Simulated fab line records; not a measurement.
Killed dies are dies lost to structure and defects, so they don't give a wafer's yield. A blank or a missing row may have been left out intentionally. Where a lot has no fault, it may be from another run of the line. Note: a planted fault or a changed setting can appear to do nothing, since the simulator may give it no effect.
fab line records	flow n5Finfet
record lots=24	wafers=72	lastDay=19
route steps=1938 shown BEOL_M9@1417
lots that met no fault: from a run of the same line without faults
startH: hours from the record's first day to the start of the lot's first wafer shown	waitH: how many hours have passed since the lot's step before this one	" same as the row above	L1.1+2: one row covering several wafers at once	- value missing, or start not given	* or withheld: withheld	< > ~ a bound
route shown NAME@n: a module of which the file shows steps, and the number in the route of the first	usual: the fault-free wafers' mean and standard deviation	same: alike in all rows	chamber/n: place in a boat	sites: readings site by site	_std_site: the standard deviation of these	_edge_site: inner sites' mean taken away from outer sites' mean	radiusMm: for every site, how far away it sits from the centre of the wafer	mask NAME#n: copy n	behind: the tool/chamber that last shaped the wafer	hold: reason for holding the lot/hours on hold/outcome of the hold	device: whichever transistor did not switch (one of n, p or np)	end of line: at the end of the route, the tests of the same wafers	for a step that has no rows: nothing shown but its recipe	killed: the dies lost at the first sort to structure and to defects; this is not the yield of the wafer	map: the dies of a wafer, with x for killed, . for not killed, _ for no die there
set.NAME: the setting that was run; set.NAME@STEP: the one run at that earlier step	model.NAME: the simulator's own value behind a step, which no gauge read
one table for each step of the route and one row for each wafer, over a sample of lots
services: when a tool's chamber went out of use (startH, in hours from the record's first day, below 0 if earlier), for how many hours, and the reason
## steps
# step N5_BEOL_M9_DESCUM_16
# recipe chemistry=O2	timeS=7.9	sourcePowerW=50	biasPowerW=20	pressureMtorr=20	rfFrequencyHz=2.712e+07	tempC=40	resist=CAR-ArF	o2FlowSccm=225
# usual drypumpMotorCurrentA=5.5/0.36	oesProductAu=0.80/0.1	rfVppV=242.6/1.4	showerheadPlenumPTorr=2.07/0.075	throttleValvePct=20.42/0.27
lot.wafer	tool	chamber	startH	waitH	drypumpMotorCurrentA	oesProductAu	rfHoursCounterH	rfVppV	showerheadPlenumPTorr	throttleValvePct
L074.1	rieDiel-06	3	233.13	0.0	5.4	0.74	185	241.5	2.02	20.93
L074.4	"	3	"	"	5.4	0.73	-	242.0	2.02	20.96
L074.6	"	0	"	"	4.9	0.86	-	241.7	2.06	20.29
L075.1	rieDiel-02	2	233.18	0.0	5.5	0.69	250	243.5	2.05	20.32
L075.2	"	1	"	"	6.0	0.71	199	240.0	1.98	20.09
L075.6	"	3	"	"	5.7	0.71	-	242.8	2.06	20.74
L078.2	rieDiel-06	1	282.53	0.7	5.7	0.72	224	242.8	1.98	20.36
L078.3	"	0	"	"	4.9	0.84	52	241.9	2.05	20.30
L078.6	"	2	"	"	5.2	0.69	-	244.4	2.16	20.52
L077.4	rieDiel-04	3	285.28	0.2	5.7	0.66	-	242.4	2.05	20.63
L077.5	"	2	"	"	5.2	0.70	-	243.9	2.18	20.59
L077.6	"	0	"	"	5.8	0.88	-	241.8	2.06	20.33
L079.1	rieDiel-06	0	303.08	0.1	4.9	0.82	58	241.5	2.05	20.33
L079.4	"	2	"	"	5.2	0.68	242	242.9	2.16	20.55
L079.6	"	1	"	"	5.7	0.71	-	240.6	1.98	20.37
L080.2	rieDiel-04	0	303.55	0.3	5.7	0.88	52	243.0	2.06	20.35
L080.4	"	0	"	"	5.8	0.88	-	244.5	2.06	20.33
L080.5	"	1	"	"	6.3	0.96	-	245.0	2.23	20.22
L081.1	rieDiel-06	0	316.69	0.7	4.9	0.82	63	242.3	2.05	20.34
L081.2	"	2	"	"	5.2	0.69	246	242.9	2.16	20.56
L081.6	"	3	"	"	5.4	0.70	-	240.7	2.01	20.99
L082.1	rieDiel-06	0	320.28	0.3	4.9	0.81	64	240.4	2.05	20.31
L082.3	"	1	"	"	5.7	0.71	237	240.3	1.98	20.39
L082.4	"	2	"	"	5.3	0.68	248	244.2	2.16	20.56
L083.2	rieDiel-06	0	330.04	0.1	4.9	0.82	68	242.5	2.05	20.32
L083.3	"	1	"	"	5.7	0.71	241	241.3	1.98	20.38
L083.6	"	0	"	"	4.9	0.81	-	241.0	2.05	20.34
L084.1	rieDiel-06	1	340.83	1.8	5.6	0.70	247	240.6	1.97	20.41
L084.3	"	3	"	"	5.4	0.70	220	240.1	2.00	21.02
L084.4	"	0	"	"	4.9	0.81	-	244.3	2.05	20.34
L085.1	rieDiel-06	1	341.29	1.6	5.7	0.70	248	240.8	1.97	20.40
L085.4	"	1	"	"	5.6	0.70	-	240.2	1.97	20.40
L085.6	"	3	"	"	5.4	0.70	-	242.2	2.00	21.00
L087.1	rieDiel-06	0	344.07	0.6	4.9	0.81	77	241.2	2.05	20.34
L087.2	"	3	"	"	5.3	0.71	222	241.2	2.00	21.02
L087.5	"	0	"	"	4.9	0.80	-	241.7	2.05	20.35
L086.2	rieDiel-04	1	344.31	0.6	6.3	0.90	22	244.8	2.23	20.24
L086.4	"	0	"	"	5.8	0.85	67	241.9	2.05	20.37
L086.5	"	0	"	"	5.8	0.84	-	241.8	2.06	20.37
L076.3	rieDiel-04	0	354.29	0.0	5.8	0.86	70	242.8	2.05	20.35
L076.4	"	1	"	"	6.2	0.90	25	245.8	2.23	20.25
L076.6	"	3	"	"	5.7	0.94	-	243.3	2.05	20.21
L089.2	rieDiel-02	0	354.45	0.0	5.4	0.92	26	243.5	2.12	20.23
L089.3	"	3	"	"	5.7	0.70	247	243.4	2.06	20.75
L089.5	"	3	"	"	5.7	0.69	-	244.6	2.06	20.76
L090.2	rieDiel-02	0	361.58	0.0	5.5	0.91	28	243.9	2.12	20.25
L090.4	"	3	"	"	5.7	0.69	249	243.0	2.06	20.75
L090.6	"	1	"	"	6.0	0.68	-	240.1	1.97	20.10
L091.2	rieDiel-04	1	374.96	0.1	6.3	0.88	32	244.7	2.22	20.23
L091.5	"	1	"	"	6.3	0.89	-	245.6	2.22	20.25
L091.6	"	2	"	"	5.2	0.68	-	243.9	2.17	20.65
L088.2	rieDiel-02	1	379.67	0.8	6.0	0.69	218	239.2	1.97	20.12
L088.3	"	0	"	"	5.4	0.90	36	244.6	2.12	20.24
L088.6	"	2	"	"	5.5	0.94	-	243.0	2.05	20.04
L092.1	rieDiel-04	2	382.20	0.0	5.2	0.68	228	243.3	2.17	20.64
L092.2	"	1	"	"	6.2	0.89	35	246.8	2.22	20.28
L092.4	"	0	"	"	5.8	0.84	80	242.1	2.05	20.39
L094.1	rieDiel-02	1	384.43	0.0	6.0	0.68	220	240.8	1.97	20.12
L094.3	"	3	"	"	5.7	1.04	0	242.9	2.06	20.39
L094.4	"	0	"	"	5.4	0.90	37	242.6	2.12	20.25
L093.2	rieDiel-04	2	384.75	0.1	5.2	0.68	229	244.4	2.17	20.64
L093.4	"	3	"	"	5.6	0.91	19	243.0	2.04	20.23
L093.6	"	0	"	"	5.8	0.83	-	241.6	2.05	20.38
L095.2	rieDiel-06	0	388.63	0.3	4.9	0.79	88	241.4	2.04	20.37
L095.5	"	3	"	"	5.4	0.69	-	241.9	2.00	21.02
L095.6	"	0	"	"	4.9	0.79	-	242.1	2.04	20.36
L096.2	rieDiel-04	1	389.89	0.9	6.3	0.88	38	245.6	2.22	20.26
L096.5	"	0	"	"	5.7	0.83	-	241.9	2.05	20.39
L096.6	"	1	"	"	6.3	0.87	-	243.6	2.22	20.27
L097.1	rieDiel-02	2	393.68	0.0	5.5	0.93	20	243.6	2.05	20.03
L097.5	"	2	"	"	5.5	0.93	-	242.1	2.05	20.02
L097.6	"	1	"	"	6.0	0.69	-	241.1	1.97	20.12
# step N5_BEOL_M9_STRIP_19
# recipe chemistry=O2	powerW=400	tempC=40	pressureMtorr=30	rfFrequencyHz=6e+07	biasPowerW=0	overashFraction=0.2	o2FlowSccm=225
# usual drypumpMotorCurrentA=5.6/0.37	oesProductAu=0.82/0.11	rfVppV=3.7/0.63	showerheadPlenumPTorr=2.09/0.082	throttleValvePct=16.60/0.27
# same overashFraction=0.2
lot.wafer	tool	chamber	startH	waitH	drypumpMotorCurrentA	oesProductAu	rfHoursCounterH	rfVppV	showerheadPlenumPTorr	throttleValvePct
L074.1	rieDiel-04	0	233.62	0.2	5.8	0.91	30	4.3	2.07	16.47
L074.4	"	2	"	"	5.2	0.72	178	3.3	2.19	16.86
L074.6	"	1	"	"	6.3	0.68	-	2.9	1.98	16.87
L075.1	rieDiel-06	3	233.63	0.1	5.3	0.73	185	3.1	2.02	17.13
L075.2	"	1	"	"	5.7	0.72	211	4.8	1.99	16.63
L075.6	"	0	"	"	5.0	0.86	-	3.0	2.06	16.49
L078.2	rieDiel-06	2	282.93	0.1	5.2	0.70	235	3.8	2.16	16.82
L078.3	"	0	"	"	4.9	0.84	52	3.0	2.06	16.48
L078.6	"	0	"	"	4.9	0.84	-	4.9	2.06	16.49
L077.4	rieDiel-04	2	285.66	0.1	5.2	0.70	-	4.6	2.18	16.87
L077.5	"	0	"	"	5.8	0.87	-	4.7	2.07	16.49
L077.6	"	3	"	"	5.7	0.66	-	3.3	2.06	16.95
L079.1	rieDiel-04	1	303.51	0.1	6.3	0.96	7	2.7	2.24	16.42
L079.4	"	0	"	"	5.8	0.88	-	3.4	2.06	16.51
L079.6	"	1	"	"	6.2	0.96	-	4.0	2.24	16.41
L080.2	rieDiel-04	2	303.93	0.1	5.2	0.70	199	2.9	2.18	16.85
L080.4	"	0	"	"	5.8	0.87	-	2.9	2.06	16.50
L080.5	"	1	"	"	6.3	0.96	-	4.5	2.24	16.42
L081.1	rieDiel-04	1	317.17	0.1	6.3	0.93	11	3.4	2.24	16.41
L081.2	"	2	"	"	5.2	0.69	204	3.3	2.18	16.88
L081.6	"	1	"	"	6.3	0.94	-	3.9	2.24	16.43
L082.1	rieDiel-04	0	320.83	0.2	5.8	0.86	58	5.2	2.06	16.51
L082.3	"	2	"	"	5.2	0.70	205	3.5	2.18	16.91
L082.4	"	2	"	"	5.2	0.70	-	4.2	2.18	16.88
L083.2	rieDiel-06	3	330.54	0.2	5.4	0.70	216	2.7	2.01	17.21
L083.3	"	0	"	"	4.9	0.81	69	4.0	2.05	16.55
L083.6	"	3	"	"	5.4	0.71	-	3.9	2.01	17.22
L084.1	rieDiel-04	3	341.74	0.1	5.6	0.96	4	2.7	2.05	16.42
L084.3	"	0	"	"	5.8	0.85	66	3.5	2.06	16.53
L084.4	"	2	"	"	5.2	0.70	213	3.3	2.18	16.90
L085.1	rieDiel-04	2	341.78	0.2	5.2	0.70	213	3.5	2.18	16.90
L085.4	"	1	"	"	6.2	0.91	21	3.5	2.23	16.44
L085.6	"	2	"	"	5.2	0.69	-	2.9	2.18	16.88
L087.1	rieDiel-02	0	344.47	0.1	5.4	0.94	23	3.7	2.13	16.47
L087.2	"	1	"	"	6.0	0.70	205	3.6	1.98	16.41
L087.5	"	3	"	"	5.7	0.70	-	4.5	2.06	17.03
L086.2	rieDiel-02	0	344.80	0.2	5.4	0.92	23	4.3	2.13	16.47
L086.4	"	3	"	"	5.7	0.69	244	3.0	2.06	17.01
L086.5	"	3	"	"	5.7	0.71	-	3.8	2.06	17.04
L076.3	rieDiel-04	0	354.67	0.1	5.8	0.85	70	4.0	2.06	16.52
L076.4	"	3	"	"	5.7	0.93	8	3.4	2.05	16.44
L076.6	"	1	"	"	6.3	0.91	-	2.9	2.23	16.47
L089.2	rieDiel-02	0	354.83	0.1	5.4	0.91	26	3.0	2.13	16.47
L089.3	"	1	"	"	6.0	0.69	209	4.4	1.98	16.41
L089.5	"	1	"	"	6.0	0.69	-	3.5	1.98	16.41
L090.2	rieDiel-06	2	361.97	0.1	5.2	0.98	4	4.3	2.16	16.40
L090.4	"	1	"	"	5.7	1.00	1	2.4	2.24	16.19
L090.6	"	2	"	"	5.2	0.98	-	4.0	2.16	16.39
L091.2	rieDiel-04	3	375.49	0.2	5.6	0.92	16	3.1	2.05	16.46
L091.5	"	3	"	"	5.6	0.91	-	4.2	2.05	16.46
L091.6	"	0	"	"	5.8	0.83	-	2.2	2.06	16.53
L088.2	rieDiel-02	0	380.05	0.1	5.4	0.90	36	2.1	2.13	16.49
L088.3	"	2	"	"	5.5	0.94	15	4.8	2.05	16.27
L088.6	"	1	"	"	6.0	0.69	-	4.8	1.97	16.41
L092.1	rieDiel-02	1	382.58	0.1	6.0	0.69	219	3.3	1.97	16.45
L092.2	"	0	"	"	5.4	0.90	37	5.2	2.12	16.48
L092.4	"	1	"	"	6.0	0.68	-	3.5	1.97	16.44
L094.1	rieDiel-02	0	385.08	0.3	5.4	0.90	38	4.1	2.12	16.51
L094.3	"	2	"	"	5.5	0.94	16	4.0	2.05	16.26
L094.4	"	3	"	"	5.7	1.03	0	4.7	2.06	16.56
L093.2	rieDiel-06	0	385.17	0.1	4.9	0.79	87	2.9	2.05	16.56
L093.4	"	1	"	"	5.7	0.96	8	4.0	2.24	16.25
L093.6	"	2	"	"	5.2	0.95	-	4.1	2.15	16.40
L095.2	rieDiel-06	1	389.11	0.2	5.7	0.97	9	3.0	2.24	16.24
L095.5	"	1	"	"	5.7	0.97	-	3.8	2.24	16.22
L095.6	"	0	"	"	4.9	0.81	-	3.6	2.05	16.58
L096.2	rieDiel-04	2	390.38	0.2	5.2	0.68	231	4.9	2.17	16.92
L096.5	"	2	"	"	5.2	0.67	-	3.9	2.17	16.93
L096.6	"	1	"	"	6.3	0.89	-	3.8	2.23	16.46
L097.1	rieDiel-02	0	394.07	0.1	5.4	0.90	42	4.1	2.12	16.47
L097.5	"	1	"	"	6.0	0.68	-	3.2	1.97	16.42
L097.6	"	0	"	"	5.4	0.89	-	4.1	2.12	16.51
# step N5_BEOL_M9_CD_MEAS_28
# recipe targetCdNm=70	landingEnergyEv=500	detector=seInlens	polarity=opening
# usual cdNm=70.07/0.26
lot.wafer	tool	chamber	startH	waitH	cdNm
L075.1	cdSem-03	0	235.52	-	70.08
L075.2	"	0	"	"	70.19
L075.6	"	0	"	"	70.17
L074.1	cdSem-01	0	235.69	-	70.17
L074.4	"	0	"	"	70.04
L074.6	"	0	"	"	69.90
L078.2	cdSem-01	0	283.73	-	69.83
L078.3	"	0	"	"	70.12
L078.6	"	0	"	"	70.02
L077.4	cdSem-03	0	287.10	-	70.22
L077.5	"	0	"	"	70.02
L077.6	"	0	"	"	70.14
L080.2	cdSem-02	0	305.43	-	69.85
L080.4	"	0	"	"	69.84
L080.5	"	0	"	"	70.25
L079.1	cdSem-02	0	305.47	-	70.11
L079.4	"	0	"	"	69.87
L079.6	"	0	"	"	70.23
L081.1	cdSem-02	0	319.07	-	70.14
L081.2	"	0	"	"	70.00
L081.6	"	0	"	"	69.91
L082.1	cdSem-02	0	321.66	-	70.19
L082.3	"	0	"	"	70.25
L082.4	"	0	"	"	70.04
L083.2	cdSem-01	0	332.39	-	69.49
L083.3	"	0	"	"	69.91
L083.6	"	0	"	"	69.53
L085.1	cdSem-01	0	342.48	-	69.84
L085.4	"	0	"	"	69.96
L085.6	"	0	"	"	69.98
L084.1	cdSem-03	0	342.65	-	69.86
L084.3	"	0	"	"	69.77
L084.4	"	0	"	"	69.77
L087.1	cdSem-02	0	345.70	-	70.07
L087.2	"	0	"	"	70.48
L087.5	"	0	"	"	70.30
L086.2	cdSem-02	0	345.87	-	69.75
L086.4	"	0	"	"	70.44
L086.5	"	0	"	"	70.43
L076.3	cdSem-01	0	356.10	-	69.78
L076.4	"	0	"	"	69.61
L076.6	"	0	"	"	69.60
L089.2	cdSem-01	0	356.27	-	70.66
L089.3	"	0	"	"	70.04
L089.5	"	0	"	"	70.15
L090.2	cdSem-01	0	363.76	-	70.14
L090.4	"	0	"	"	70.31
L090.6	"	0	"	"	70.11
L091.2	cdSem-03	0	378.23	-	70.30
L091.5	"	0	"	"	70.55
L091.6	"	0	"	"	70.32
L088.2	cdSem-01	0	380.47	-	69.98
L088.3	"	0	"	"	69.92
L088.6	"	0	"	"	70.07
L092.1	cdSem-01	0	383.35	-	69.98
L092.2	"	0	"	"	70.30
L092.4	"	0	"	"	69.49
L094.1	cdSem-01	0	387.30	-	70.07
L094.3	"	0	"	"	69.80
L094.4	"	0	"	"	70.05
L093.2	cdSem-01	0	387.51	-	70.28
L093.4	"	0	"	"	70.25
L093.6	"	0	"	"	70.30
L095.2	cdSem-02	0	389.67	-	70.28
L095.5	"	0	"	"	70.42
L095.6	"	0	"	"	70.55
L096.2	cdSem-01	0	392.30	-	70.52
L096.5	"	0	"	"	69.98
L096.6	"	0	"	"	70.20
L097.1	cdSem-01	0	399.29	-	70.29
L097.5	"	0	"	"	69.94
L097.6	"	0	"	"	70.03
# step N5_BEOL_M9_INSPECT_30
# recipe mode=adi	inspectInstrument=brightfield
# usual rawDefectCount=416/81
lot.wafer	tool	chamber	startH	waitH	rawDefectCount
L075.1	defectInspect-01	-	235.61	0.1	377
L075.2	"	-	"	"	426
L075.6	"	-	"	"	435
L074.1	defectInspect-01	-	235.78	0.1	417
L074.4	"	-	"	"	384
L074.6	"	-	"	"	312
L078.2	defectInspect-01	-	283.82	0.0	367
L078.3	"	-	"	"	440
L078.6	"	-	"	"	405
L077.4	defectInspect-01	-	287.19	0.0	342
L077.5	"	-	"	"	392
L077.6	"	-	"	"	385
L080.2	defectInspect-01	-	305.52	0.0	302
L080.4	"	-	"	"	412
L080.5	"	-	"	"	446
L079.1	defectInspect-01	-	305.56	0.1	319
L079.4	"	-	"	"	445
L079.6	"	-	"	"	455
L081.1	defectInspect-01	-	319.16	0.1	358
L081.2	"	-	"	"	320
L081.6	"	-	"	"	359
L082.1	defectInspect-01	-	321.75	0.1	573
L082.3	"	-	"	"	545
L082.4	"	-	"	"	455
L083.2	defectInspect-02	-	332.48	0.0	408
L083.3	"	-	"	"	308
L083.6	"	-	"	"	306
L085.1	defectInspect-01	-	342.57	0.1	461
L085.4	"	-	"	"	294
L085.6	"	-	"	"	467
L084.1	defectInspect-01	-	342.74	0.1	344
L084.3	"	-	"	"	367
L084.4	"	-	"	"	355
L087.1	defectInspect-02	-	345.79	0.1	437
L087.2	"	-	"	"	491
L087.5	"	-	"	"	553
L086.2	defectInspect-02	-	345.96	0.0	459
L086.4	"	-	"	"	448
L086.5	"	-	"	"	368
L076.3	defectInspect-02	-	356.19	0.0	443
L076.4	"	-	"	"	569
L076.6	"	-	"	"	413
L089.2	defectInspect-01	-	356.35	0.0	456
L089.3	"	-	"	"	376
L089.5	"	-	"	"	506
L090.2	defectInspect-02	-	363.84	0.0	468
L090.4	"	-	"	"	596
L090.6	"	-	"	"	330
L091.2	defectInspect-02	-	378.32	0.0	498
L091.5	"	-	"	"	381
L091.6	"	-	"	"	509
L088.2	defectInspect-02	-	380.56	0.0	744
L088.3	"	-	"	"	609
L088.6	"	-	"	"	528
L092.1	defectInspect-02	-	383.44	0.1	647
L092.2	"	-	"	"	411
L092.4	"	-	"	"	561
L094.1	defectInspect-02	-	387.39	0.1	322
L094.3	"	-	"	"	349
L094.4	"	-	"	"	362
L093.2	defectInspect-02	-	387.60	0.0	418
L093.4	"	-	"	"	546
L093.6	"	-	"	"	560
L095.2	defectInspect-02	-	389.76	0.0	303
L095.5	"	-	"	"	387
L095.6	"	-	"	"	414
L096.2	defectInspect-02	-	392.39	0.0	369
L096.5	"	-	"	"	405
L096.6	"	-	"	"	442
L097.1	defectInspect-02	-	399.38	0.1	341
L097.5	"	-	"	"	422
L097.6	"	-	"	"	467
# step N5_BEOL_M9_CD_MEAS_35
# recipe targetCdNm=70	targetCdYNm=40	polarity=opening
# usual cdNm=70.2/0.63
lot.wafer	tool	chamber	startH	waitH	cdNm
L074.1	cdSem-02	-	236.42	0.0	70.9
L074.4	"	-	"	"	69.6
L074.6	"	-	"	"	70.6
L075.1	cdSem-01	-	237.59	0.0	70.7
L075.2	"	-	"	"	70.7
L075.6	"	-	"	"	71.4
L078.2	cdSem-02	-	284.46	0.0	68.7
L078.3	"	-	"	"	70.2
L078.6	"	-	"	"	69.9
L077.4	cdSem-03	-	288.21	0.0	68.5
L077.5	"	-	"	"	69.6
L077.6	"	-	"	"	69.1
L080.2	cdSem-02	-	306.17	0.0	69.8
L080.4	"	-	"	"	70.9
L080.5	"	-	"	"	70.0
L079.1	cdSem-01	-	306.60	0.0	69.3
L079.4	"	-	"	"	70.5
L079.6	"	-	"	"	71.1
L081.1	cdSem-03	-	319.81	0.0	70.8
L081.2	"	-	"	"	70.5
L081.6	"	-	"	"	70.6
L082.1	cdSem-03	-	323.05	0.0	69.2
L082.3	"	-	"	"	70.4
L082.4	"	-	"	"	69.2
L083.2	cdSem-02	-	333.38	0.0	70.1
L083.3	"	-	"	"	71.2
L083.6	"	-	"	"	70.8
L085.1	cdSem-01	-	343.73	0.0	70.5
L085.4	"	-	"	"	70.0
L085.6	"	-	"	"	70.0
L084.1	cdSem-02	-	344.65	0.0	70.3
L084.3	"	-	"	"	69.6
L084.4	"	-	"	"	70.1
L087.1	cdSem-01	-	346.44	0.0	70.8
L087.2	"	-	"	"	69.5
L087.5	"	-	"	"	70.6
L086.2	cdSem-02	-	346.73	0.0	70.1
L086.4	"	-	"	"	70.6
L086.5	"	-	"	"	70.5
L076.3	cdSem-02	-	357.07	0.0	69.9
L076.4	"	-	"	"	69.8
L076.6	"	-	"	"	70.2
L089.2	cdSem-03	-	357.12	0.0	70.4
L089.3	"	-	"	"	69.8
L089.5	"	-	"	"	69.8
L090.2	cdSem-01	-	364.49	0.0	70.8
L090.4	"	-	"	"	70.8
L090.6	"	-	"	"	69.0
L091.2	cdSem-02	-	379.64	0.0	71.4
L091.5	"	-	"	"	70.0
L091.6	"	-	"	"	70.0
L088.2	cdSem-01	-	381.20	0.0	70.0
L088.3	"	-	"	"	70.5
L088.6	"	-	"	"	71.2
L092.1	cdSem-02	-	384.09	0.0	70.0
L092.2	"	-	"	"	70.4
L092.4	"	-	"	"	69.1
L094.1	cdSem-01	-	388.04	0.0	69.6
L094.3	"	-	"	"	70.2
L094.4	"	-	"	"	69.0
L093.2	cdSem-03	-	388.34	0.0	69.8
L093.4	"	-	"	"	69.5
L093.6	"	-	"	"	70.2
L095.2	cdSem-02	-	390.92	0.0	69.8
L095.5	"	-	"	"	70.1
L095.6	"	-	"	"	69.9
L096.2	cdSem-01	-	393.03	0.0	70.7
L096.5	"	-	"	"	70.4
L096.6	"	-	"	"	70.5
L097.1	cdSem-01	-	400.12	0.0	71.0
L097.5	"	-	"	"	70.0
L097.6	"	-	"	"	70.1
# step N5_BEOL_M9_RS_MEAS_57
# recipe thkMeasGauge=four-point-probe	reads=Cu_of_BEOL_M9_ECD_50+Co_of_BEOL_M9_CVD_78+TaN_of_BEOL_M9_ALD_74
# usual M9_RS=0.152/0.0051
lot.wafer	tool	chamber	startH	waitH	M9_RS[ohm/sq]
L074.1	filmMetro-02	-	238.70	0.1	0.150
L074.4	"	-	"	"	0.152
L074.6	"	-	"	"	0.150
L075.1	filmMetro-02	-	239.82	0.1	0.153
L075.2	"	-	"	"	0.148
L075.6	"	-	"	"	0.151
L078.2	filmMetro-01	-	288.42	0.1	0.149
L078.3	"	-	"	"	0.155
L078.6	"	-	"	"	0.150
L077.4	filmMetro-02	-	291.53	0.0	0.151
L077.5	"	-	"	"	0.152
L077.6	"	-	"	"	0.154
L080.2	filmMetro-02	-	311.29	0.1	0.158
L080.4	"	-	"	"	0.155
L080.5	"	-	"	"	0.150
L079.1	filmMetro-01	-	311.75	0.1	0.151
L079.4	"	-	"	"	0.153
L079.6	"	-	"	"	0.147
L081.1	filmMetro-01	-	321.95	0.1	0.157
L081.2	"	-	"	"	0.159
L081.6	"	-	"	"	0.153
L082.1	filmMetro-01	-	327.19	0.1	0.156
L082.3	"	-	"	"	0.154
L082.4	"	-	"	"	0.157
L083.2	filmMetro-01	-	337.16	0.1	0.158
L083.3	"	-	"	"	0.145
L083.6	"	-	"	"	0.150
L085.1	filmMetro-01	-	347.57	0.1	0.151
L085.4	"	-	"	"	0.158
L085.6	"	-	"	"	0.151
L084.1	filmMetro-02	-	348.43	0.1	0.148
L084.3	"	-	"	"	0.154
L084.4	"	-	"	"	0.157
L087.1	filmMetro-02	-	348.70	0.1	0.157
L087.2	"	-	"	"	0.161
L087.5	"	-	"	"	0.162
L086.2	filmMetro-02	-	349.24	0.1	0.149
L086.4	"	-	"	"	0.157
L086.5	"	-	"	"	0.150
L076.3	filmMetro-02	-	359.65	0.1	0.160
L076.4	"	-	"	"	0.151
L076.6	"	-	"	"	0.149
L089.2	filmMetro-01	-	359.99	0.1	0.151
L089.3	"	-	"	"	0.152
L089.5	"	-	"	"	0.163
L090.2	filmMetro-01	-	367.26	0.1	0.151
L090.4	"	-	"	"	0.162
L090.6	"	-	"	"	0.159
L091.2	filmMetro-02	-	382.46	0.1	0.155
L091.5	"	-	"	"	0.160
L091.6	"	-	"	"	0.150
L088.2	filmMetro-01	-	385.89	0.1	0.142
L088.3	"	-	"	"	0.151
L088.6	"	-	"	"	0.150
L092.1	filmMetro-02	-	386.38	0.1	0.162
L092.2	"	-	"	"	0.153
L092.4	"	-	"	"	0.150
L094.1	filmMetro-01	-	390.71	0.1	0.141
L094.3	"	-	"	"	0.150
L094.4	"	-	"	"	0.146
L093.2	filmMetro-02	-	390.85	0.1	0.148
L093.4	"	-	"	"	0.148
L093.6	"	-	"	"	0.161
L095.2	filmMetro-01	-	393.77	0.1	0.139
L095.5	"	-	"	"	0.138
L095.6	"	-	"	"	0.144
L096.2	filmMetro-01	-	395.97	0.1	0.151
L096.5	"	-	"	"	0.152
L096.6	"	-	"	"	0.148
L097.1	filmMetro-02	-	402.33	0.1	0.151
L097.5	"	-	"	"	0.151
L097.6	"	-	"	"	0.147
## services
tool	chamber	startH	hours	kind
rieDiel-06	2	226.76	7.4	repair
rieDiel-04	3	236.60	5.9	repair
rieDiel-02	-	257.06	72.1	repair
rieDiel-04	1	265.95	-	clean
rieDiel-04	1	265.95	-	consumableReplace:focusRing
rieDiel-04	1	265.95	-	consumableReplace:showerhead
rieDiel-04	1	265.95	20.5	scheduledDown
rieDiel-04	1	265.95	20.5	ventCycle
rieDiel-04	3	294.15	6.5	repair
rieDiel-04	3	300.66	-	clean
rieDiel-04	3	300.66	-	consumableReplace:focusRing
rieDiel-04	3	300.66	27.3	scheduledDown
rieDiel-04	3	300.66	27.3	ventCycle
rieDiel-06	2	324.33	-	clean
rieDiel-06	2	324.33	-	consumableReplace:focusRing
rieDiel-06	2	324.33	21.0	scheduledDown
rieDiel-06	2	324.33	21.0	ventCycle
rieDiel-02	-	329.20	14.6	pm
rieDiel-06	3	331.95	2.6	repair
rieDiel-04	-	336.59	4.8	repair
rieDiel-06	-	338.02	0.6	repair
rieDiel-06	1	345.30	-	clean
rieDiel-06	0	347.58	3.7	repair
rieDiel-06	-	354.64	4.3	pm
## key
fault none
